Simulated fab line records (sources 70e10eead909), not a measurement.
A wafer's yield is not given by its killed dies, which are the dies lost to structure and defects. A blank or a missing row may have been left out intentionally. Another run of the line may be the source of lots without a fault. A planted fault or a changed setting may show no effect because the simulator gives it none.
fab line records	flow nand-harc
record lots=6	wafers=17	last-day=32
route steps=1302 shown A_M0@1164 A_M1@1169
lots that met no fault: taken from a fault-free run of the same line
start-h: hours from the record's first day to the start of the lot's first wafer shown	wait-h: hours since the lot's step before	" repeats the value in the row above	L1.1+2: one row covering several wafers at once	- no value present, or no start provided	* or withheld: withheld	< > ~ a bound
route shown NAME@n: names a module that has steps shown in the file, with the first one's number in the route	usual: mean and standard deviation over wafers with no fault	same: alike in all rows	chamber/n: place in a boat	sites: each site's reading	_std_site: standard deviation across them	_edge_site: inner sites' mean taken away from outer sites' mean	radius-mm: for every site, how far away it sits from the centre of the wafer	mask NAME#n: copy n	behind: the most recent tool/chamber to have shaped the wafer	hold: why the lot was held/for how many hours/how that ended	device: which transistor (n, p or np) failed to switch	end of line: the same wafers' tests at the end of the route	for a step that has no rows: nothing shown but its recipe	killed: not the wafer's yield, but the dies lost to structure and defects at the first sort	map: a wafer's dies, x killed, . not, _ none there
set.NAME: the run value of the setting; set.NAME@STEP: its run value at that earlier step	model.NAME: the simulator's own value behind a step, which no gauge read
lots seen at some steps along the route; tables by step, rows by wafer
services: the hour from which a tool's chamber was out of use, counted from the record's first day as start-h (under 0 if before that day), plus the number of hours and why
## steps
# step NHARC_A_M0_SRD_25
# step NHARC_A_M0_INSPECT_27
# usual raw-defect-count=535/140
lot.wafer	tool	chamber	start-h	wait-h	raw-defect-count
L629.4	defect-inspect-02	-	561.81	0.0	298
L629.5	"	-	"	"	383
L629.6	"	-	"	"	392
L630.1	defect-inspect-01	-	588.51	0.0	724
L630.5	"	-	"	"	719
L630.6	"	-	"	"	529
L640.2	defect-inspect-01	-	684.30	0.0	461
L640.5	"	-	"	"	310
L640.6	"	-	"	"	499
L639.5	defect-inspect-01	-	689.44	0.0	576
L639.6	"	-	"	"	604
L642.3	defect-inspect-01	-	701.35	0.0	499
L642.5	"	-	"	"	418
L642.6	"	-	"	"	501
L643.1	defect-inspect-01	-	726.59	0.0	342
L643.2	"	-	"	"	292
L643.5	"	-	"	"	335
# step NHARC_A_M0_PRE_CLEAN_31
# recipe time-s=12	temp-c=370	rf-power-w=300	gas=NH3
# usual heater-power-w=641/82
# same time-s=12
lot.wafer	tool	chamber	start-h	wait-h	heater-power-w
L629.5	pecvd-02	0	561.91	0.1	669
L629.6	"	1	"	"	622
L629.4	"	2	"	"	475
L630.1	pecvd-01	2	588.61	0.1	550
L630.5	"	0	"	"	596
L630.6	"	1	"	"	786
L640.2	pecvd-04	1	684.39	0.1	619
L640.5	"	0	"	"	781
L640.6	"	1	"	"	620
L639.6	pecvd-01	0	689.54	0.1	623
L639.5	"	1	"	"	670
L642.3	pecvd-04	0	701.44	0.1	771
L642.5	"	1	"	"	597
L642.6	"	0	"	"	762
L643.1	pecvd-01	1	726.66	0.1	727
L643.2	"	2	"	"	568
L643.5	"	1	"	"	732
# step NHARC_A_M0_DEP_32
# recipe target-thk-a=300	temp-c=370	target-thk-nm=30	pressure-torr=3	flow-sccm=200	rf-w=450	material=SiCN
# usual heater-power-w=590/82	showerhead-vpp-V=1285/85
lot.wafer	tool	chamber	start-h	wait-h	heater-power-w	showerhead-vpp-V
L629.5	pecvd-02	0	562.08	0.2	630	1183
L629.6	"	1	"	"	593	1193
L629.4	"	2	"	"	499	1198
L630.1	pecvd-01	2	588.75	0.1	538	1434
L630.5	"	0	"	"	505	1238
L630.6	"	1	"	"	808	1370
L640.2	pecvd-04	1	684.53	0.1	525	1341
L640.5	"	0	"	"	730	1216
L640.6	"	1	"	"	523	1372
L639.6	pecvd-01	0	689.71	0.2	589	1249
L639.5	"	1	"	"	667	1365
L642.3	pecvd-04	0	701.58	0.1	610	1224
L642.5	"	1	"	"	560	1350
L642.6	"	0	"	"	605	1220
L643.1	pecvd-01	1	726.74	0.1	696	1356
L643.2	"	2	"	"	497	1413
L643.5	"	1	"	"	706	1374
# step NHARC_A_M1_DEP_00
# recipe target-thk-a=1825	target-thk-nm=182.5	temp-c=withheld	pressure-torr=5	flow-sccm=200	rf-w=600	material=SiOC
# step NHARC_A_M1_DEHYDRATE_01
# recipe temp-c=150	time-s=120
# step NHARC_A_M1_HMDS_02
# recipe time-s=30
# step NHARC_A_M1_COAT_34
# recipe temp-c=200	time-s=65
# step NHARC_A_M1_COAT_03
# recipe spin-rpm=1500	resist-thk-nm=90
# step NHARC_A_M1_SOFTBAKE_04
# recipe temp-c=105	time-s=55
# step NHARC_A_M1_EBR_05
# step NHARC_A_M1_EXPOSE_06
# recipe na=1.35	target-cd-nm=120	dose-mj=75.13	mask-id=A_M1
# usual reticle-temp-C=22.99/0.099
lot.wafer	tool	chamber	start-h	wait-h	mask	reticle-temp-C	model.A_M1.overlay-x-nm
L629.4	arfi-scanner-03	0	563.07	-	A_M1#0	22.94	-0.5987
L629.5	"	0	"	"	A_M1#0	22.96	-0.5987
L629.6	"	0	"	"	A_M1#0	22.86	-0.5987
L630.1	arfi-scanner-01	0	589.77	-	A_M1#0	23.36	-1.375
L630.5	"	0	"	"	A_M1#0	23.15	-1.375
L630.6	"	0	"	"	A_M1#0	23.00	-1.375
L640.2	arfi-scanner-01	0	685.42	-	A_M1#0	23.12	14.27
L640.5	"	0	"	"	A_M1#0	23.01	14.27
L640.6	"	0	"	"	A_M1#0	23.02	14.27
L639.5	arfi-scanner-01	0	690.56	-	A_M1#0	22.99	14.07
L639.6	"	0	"	"	A_M1#0	23.03	14.07
L642.3	arfi-scanner-03	0	702.61	-	A_M1#0	23.11	-0.3598
L642.5	"	0	"	"	A_M1#0	22.98	-0.3598
L642.6	"	0	"	"	A_M1#0	22.94	-0.3598
L643.1	arfi-scanner-02	0	727.84	-	A_M1#0	23.05	0.7747
L643.2	"	0	"	"	A_M1#0	22.97	0.7747
L643.5	"	0	"	"	A_M1#0	22.98	0.7747
# step NHARC_A_M1_PEB_07
# recipe peb-temp-c=100	peb-time-s=65
# step NHARC_A_M1_DEVELOP_08
# recipe develop-time-s=35	dev-temp-c=23
# step NHARC_A_M1_CD_MEAS_09
# recipe target-cd-nm=120	landing-energy-ev=500
# usual cd-nm=120.2/0.78
# same landing-energy-ev=500
lot.wafer	tool	chamber	start-h	wait-h	cd-nm
L629.4	cd-sem-02	0	563.21	-	119.5
L629.5	"	0	"	"	120.4
L629.6	"	0	"	"	120.5
L630.1	cd-sem-03	0	589.91	-	120.2
L630.5	"	0	"	"	120.2
L630.6	"	0	"	"	119.6
L640.2	cd-sem-01	0	685.56	-	119.1
L640.5	"	0	"	"	119.5
L640.6	"	0	"	"	120.2
L639.5	cd-sem-03	0	690.69	-	119.9
L639.6	"	0	"	"	120.7
L642.3	cd-sem-02	0	702.75	-	119.1
L642.5	"	0	"	"	120.8
L642.6	"	0	"	"	118.8
L643.1	cd-sem-01	0	727.98	-	120.4
L643.2	"	0	"	"	121.8
L643.5	"	0	"	"	121.8
# step NHARC_A_M1_OVL_MEAS_10
# recipe pitch-nm=240
# usual overlay-x-nm=0.1/0.8	overlay-y-nm=0.0/1.1
lot.wafer	tool	chamber	start-h	wait-h	overlay-x-nm	overlay-y-nm
L629.4	overlay-02	-	563.29	-	-1.1	1.2
L629.5	"	-	"	"	-0.4	1.2
L629.6	"	-	"	"	-0.6	0.9
L630.1	overlay-02	-	589.99	-	-1.5	-0.2
L630.5	"	-	"	"	-1.4	0.0
L630.6	"	-	"	"	-1.6	0.5
L640.2	overlay-01	-	685.65	-	14.9	-0.8
L640.5	"	-	"	"	14.0	-0.8
L640.6	"	-	"	"	14.5	-0.6
L639.5	overlay-01	-	690.77	-	13.6	0.4
L639.6	"	-	"	"	13.9	-0.3
L642.3	overlay-01	-	702.83	-	-0.3	-0.2
L642.5	"	-	"	"	-0.4	-0.5
L642.6	"	-	"	"	0.1	-0.1
L643.1	overlay-02	-	728.07	-	0.7	0.9
L643.2	"	-	"	"	0.8	0.7
L643.5	"	-	"	"	1.0	1.1
# step NHARC_A_M1_INSPECT_11
# usual raw-defect-count=88/47
lot.wafer	tool	chamber	start-h	wait-h	raw-defect-count
L629.4	defect-inspect-01	-	563.33	0.0	93
L629.5	"	-	"	"	90
L629.6	"	-	"	"	86
L630.1	defect-inspect-02	-	590.03	0.0	151
L630.5	"	-	"	"	181
L630.6	"	-	"	"	169
L640.2	defect-inspect-02	-	685.68	0.0	22
L640.5	"	-	"	"	29
L640.6	"	-	"	"	27
L639.5	defect-inspect-01	-	690.81	0.0	145
L639.6	"	-	"	"	134
L642.3	defect-inspect-02	-	702.87	0.0	35
L642.5	"	-	"	"	38
L642.6	"	-	"	"	47
L643.1	defect-inspect-02	-	728.11	0.0	41
L643.2	"	-	"	"	32
L643.5	"	-	"	"	43
## services
tool	chamber	start-h	hours	kind
arfi-scanner-03	-	540.00	4.0	pm
arfi-scanner-02	-	540.42	0.5	repair
arfi-scanner-02	-	561.29	2.6	repair
pecvd-02	-	589.28	13.0	pm
arfi-scanner-01	-	596.03	4.0	pm
pecvd-04	-	629.58	0.5	repair
pecvd-04	-	631.55	13.0	pm
pecvd-04	0	631.55	13.0	vent-cycle
pecvd-04	1	631.55	13.0	vent-cycle
pecvd-04	2	631.55	13.0	vent-cycle
pecvd-04	0	644.55	-	clean
pecvd-04	1	644.55	-	clean
pecvd-04	2	644.55	-	clean
pecvd-04	-	649.19	1.1	repair
arfi-scanner-02	-	650.13	2.0	repair
arfi-scanner-02	-	656.00	4.0	pm
pecvd-01	-	673.02	13.0	pm
pecvd-01	0	673.02	13.0	vent-cycle
pecvd-01	1	673.02	13.0	vent-cycle
pecvd-01	2	673.02	13.0	vent-cycle
pecvd-01	0	686.02	-	clean
pecvd-01	1	686.02	-	clean
pecvd-01	2	686.02	-	clean
arfi-scanner-03	-	707.73	54.5	repair
## key
first-sign step=NHARC_A_M1_OVL_MEAS_10	reading=overlay-x-nm	direction=up	sigmas=18	usual=0.1	struck=14.2
effect none on later readings
model-effect step=NHARC_A_M1_EXPOSE_06	value=A_M1.overlay-x-nm	without=-0.4355	struck=14.19
met-at NHARC_A_M1_EXPOSE_06
struck-wafers L639.5,L639.6,L640.2,L640.5,L640.6
sort-left-out L639.5,L639.6
onset-between 589.77 685.42
earlier-fault kind=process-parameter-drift	tool=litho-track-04	chamber=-	onset-h=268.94	steps=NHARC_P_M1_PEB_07	channel=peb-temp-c	offset=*	shape=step	end-h=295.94	acts-in=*	stated=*
fault kind=scanner-matching-overlay	tool=arfi-scanner-01	chamber=-	onset-h=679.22	steps=NHARC_A_M1_EXPOSE_06	offset=14.628
# sort-left-out: the simulated sort isn't trusted on such a fault, so these wafers' sort isn't shown, and their yield isn't known
